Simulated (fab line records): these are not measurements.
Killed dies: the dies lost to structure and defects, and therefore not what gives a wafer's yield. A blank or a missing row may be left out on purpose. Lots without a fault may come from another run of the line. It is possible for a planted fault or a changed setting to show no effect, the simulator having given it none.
8D (eight disciplines) problem report, filled in by code	flow nand_harc	the parts of the form that need people (team, actions taken, sign-off) are left out

1. WHAT IS WRONG
At NHARC_THIN_TSV_ANNEAL_58, spike_tc_lower_C averages 425.6 C over 6 wafers from 2 lots, while fault-free wafers read 400.2 C, standard deviation 1.1. That puts it +23 standard deviations away from the usual mean.
The step: time 1800 s.
The first sign was on wafer L437.1 at day 28 02:06, on furnace-06. Wafers with a number at this step in the record: 39, from 13 lots. Rule for "out", or "out of limits": more than 4 standard deviations from the usual mean. The rest of the wafers with a number are treated as sound.

2. WHAT IT IS; WHAT IT IS NOT
question	is	is not
which readings at this step	spike_tc_lower_C, spike_tc_bottom_C, spike_tc_centre_C, spike_tc_top_C, spike_tc_upper_C	-
which lots	L437, L439	L429, L430, L431, L432, L434, L441, L443, L445, L448, L450, L451
which wafers of those lots	all that have a number	-
read on which tools	furnace-06	furnace-04, furnace-05
when	from day 28 02:06	up to then (15 sound wafers); but 18 sound wafers of L441, L443, L445, L448, L450, L451 came after

3. THE SUSPECTS, EACH WITH WHAT RULES IT OUT
Counting: a tool at any process step up to the reading remains a suspect when it ran all the lots that are out and ran no sound lot after the first of those.
- furnace-06 at NHARC_THIN_TSV_ANNEAL_58 (time 1800 s): kept. Every lot that is out went through it, starting with L437 (day 28 02:06), and after that it ran no sound lot; the last sound lot it ran before then is L429 (day 24 19:08). Its own spike_tc_bottom_C, spike_tc_centre_C, spike_tc_lower_C, spike_tc_top_C, spike_tc_upper_C readings are out on those wafers.
After counting, what remains is furnace-06 at NHARC_THIN_TSV_ANNEAL_58.

4. THE CAUSE (what the simulator had put in)
Process parameters drifting: furnace-06 at NHARC_THIN_TSV_ANNEAL_58, beginning at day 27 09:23. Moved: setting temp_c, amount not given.
This tool alone remained once counting was done.

5. THE EFFECT CHAIN, in route order
Rows list readings where the struck wafers' mean (over those with a number) sits beyond 3 standard deviations from the usual. Scope: only readings with a usual standard deviation given in the record; hours: median across lots of the time from each lot's start at the first step in this table that gives one to its start at this step; sigmas: change in usual standard deviations.
hours	step	reading	usual	on struck wafers	change	sigmas
0	NHARC_THIN_TSV_ANNEAL_58	spike_tc_bottom_C	425.3 C	450.6	+25.3	+11
0	NHARC_THIN_TSV_ANNEAL_58	spike_tc_centre_C	401.1 C	424.7	+23.6	+21
0	NHARC_THIN_TSV_ANNEAL_58	spike_tc_lower_C	400.2 C	425.6	+25.4	+23
0	NHARC_THIN_TSV_ANNEAL_58	spike_tc_top_C	430 C	450	+20	+5.0
0	NHARC_THIN_TSV_ANNEAL_58	spike_tc_upper_C	399.7 C	422.2	+22.5	+15
0	NHARC_THIN_TSV_ANNEAL_58	zone_power_upper_pct	3.76 %	4.08	+0.32	+3.2
Process steps it contains:
- NHARC_THIN_TSV_ANNEAL_58: time 1800 s.
Later steps that measure or inspect, where all struck wafers having a row at the step show a number for every such reading and not one has moved that far: NHARC_END_SORT_01.

6. HOW IT WOULD HAVE BEEN CAUGHT EARLIER
17 hours passed between the start of the fault at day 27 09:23 and the first reading out of limits in this record, taken at day 28 02:06.
